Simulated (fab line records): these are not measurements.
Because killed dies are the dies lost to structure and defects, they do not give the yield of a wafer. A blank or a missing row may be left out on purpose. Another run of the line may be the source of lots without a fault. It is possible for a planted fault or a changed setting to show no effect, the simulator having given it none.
What tool caused it? / flow n5 finfet / 29 wafers from 10 lots sampled at 4 of the route's 1938 steps

== WHAT THE GAUGES SHOWED, per wafer ==
N5_BEOL_M13_CD_MEAS_28 targets a cd of 209.5 nm.
lot=L730; measured=day 10 19:14; on=cd sem-02; cd nm (nm)=209.4 208.2
lot=L732; measured=day 11 03:23; on=cd sem-01; cd nm (nm)=208.9 208.8 210.3
lot=L733; measured=day 11 12:21; on=cd sem-01; cd nm (nm)=210.6 209.4 207.5
lot=L737; measured=day 12 15:49; on=cd sem-01; cd nm (nm)=210.2 211.5 210.2
lot=L736; measured=day 13 00:17; on=cd sem-02; cd nm (nm)=210.1 210.3 210.3
lot=L738; measured=day 13 05:09; on=cd sem-01; cd nm (nm)=210.7 211.8 210.9
lot=L743; measured=day 14 13:55; on=cd sem-02; cd nm (nm)=215.7 212.8 211.5
lot=L744; measured=day 15 06:41; on=cd sem-03; cd nm (nm)=211.7 209.4 211.1
lot=L750; measured=day 16 05:15; on=cd sem-03; cd nm (nm)=208.3 209.4 209.5
lot=L753; measured=day 17 15:06; on=cd sem-03; cd nm (nm)=209.9 210.5 209.3

== WHAT TOOL EACH LOT RAN ON (gives the tool, then ch and the chambers of the sampled wafers, and finally the start) ==
lot=L730; N5_BEOL_M13_ETCH_59=rie diel-01 ch 0,2, day 10 18:25; N5_BEOL_M13_VIA_ETCH_16=rie diel-01 ch 0,2, day 10 18:28; N5_BEOL_M13_PEB_26=litho track-05 ch 0, day 10 19:08
lot=L732; N5_BEOL_M13_ETCH_59=rie diel-04 ch 0,2,3, day 11 02:34; N5_BEOL_M13_VIA_ETCH_16=rie diel-04 ch 0,2,3, day 11 02:37; N5_BEOL_M13_PEB_26=litho track-01 ch 0, day 11 03:16
lot=L733; N5_BEOL_M13_ETCH_59=rie diel-03 ch 0,1,2, day 11 11:24; N5_BEOL_M13_VIA_ETCH_16=rie diel-03 ch 0,1,2, day 11 11:28; N5_BEOL_M13_PEB_26=litho track-02 ch 0, day 11 12:14
lot=L737; N5_BEOL_M13_ETCH_59=rie diel-04 ch 0,3, day 12 14:52; N5_BEOL_M13_VIA_ETCH_16=rie diel-04 ch 0,3, day 12 14:55; N5_BEOL_M13_PEB_26=litho track-01 ch 0, day 12 15:42
lot=L736; N5_BEOL_M13_ETCH_59=rie diel-01 ch 1,2, day 12 23:21; N5_BEOL_M13_VIA_ETCH_16=rie diel-01 ch 1,2, day 12 23:24; N5_BEOL_M13_PEB_26=litho track-05 ch 0, day 13 00:11
lot=L738; N5_BEOL_M13_ETCH_59=rie diel-04 ch 0,1, day 13 04:20; N5_BEOL_M13_VIA_ETCH_16=rie diel-04 ch 0,1, day 13 04:23; N5_BEOL_M13_PEB_26=litho track-02 ch 0, day 13 05:02
lot=L743; N5_BEOL_M13_ETCH_59=rie diel-01 ch 0,2, day 14 12:59; N5_BEOL_M13_VIA_ETCH_16=rie diel-01 ch 0,2, day 14 13:02; N5_BEOL_M13_PEB_26=litho track-02 ch 0, day 14 13:49
lot=L744; N5_BEOL_M13_ETCH_59=rie diel-04 ch 0,2,3, day 15 05:43; N5_BEOL_M13_VIA_ETCH_16=rie diel-04 ch 0,2,3, day 15 05:46; N5_BEOL_M13_PEB_26=litho track-01 ch 0, day 15 06:34
lot=L750; N5_BEOL_M13_ETCH_59=rie diel-04 ch 0,1,2, day 16 04:26; N5_BEOL_M13_VIA_ETCH_16=rie diel-04 ch 0,1,2, day 16 04:29; N5_BEOL_M13_PEB_26=litho track-05 ch 0, day 16 05:08
lot=L753; N5_BEOL_M13_ETCH_59=rie diel-04 ch 1,2, day 17 14:16; N5_BEOL_M13_VIA_ETCH_16=rie diel-04 ch 1,2, day 17 14:19; N5_BEOL_M13_PEB_26=litho track-01 ch 0, day 17 14:59
- N5_BEOL_M13_ETCH_59: etches BARC in N2/H2, target depth 89 nm, overetch 26.7 nm, time 67.9 s.
- N5_BEOL_M13_VIA_ETCH_16: etches SiOC in C4F8/O2/Ar, target depth 921.7 nm.
- N5_BEOL_M13_PEB_26: peb time 90 s.

== THE ANSWER, worked out from the rows above alone ==
Rule: the usual values come from the lots themselves. The widest of any qualifying gaps counts: lots, ordered by their means at a reading, are off when they make up no more than a third of the lots, leave a main group of 4 or more, and stand apart from it by 3 or more times the standard deviation of that group's means. The tables above print the reading to a certain number of digits; a main group whose means all agree to those digits is not used. Also off: a lot with no number at a reading for which 4 or more lots have one. The other lots that the step has rows for count as sound.
No lot is off at any reading shown: from this, nothing can be told.

== WHAT THE SIMULATOR PUT IN ==
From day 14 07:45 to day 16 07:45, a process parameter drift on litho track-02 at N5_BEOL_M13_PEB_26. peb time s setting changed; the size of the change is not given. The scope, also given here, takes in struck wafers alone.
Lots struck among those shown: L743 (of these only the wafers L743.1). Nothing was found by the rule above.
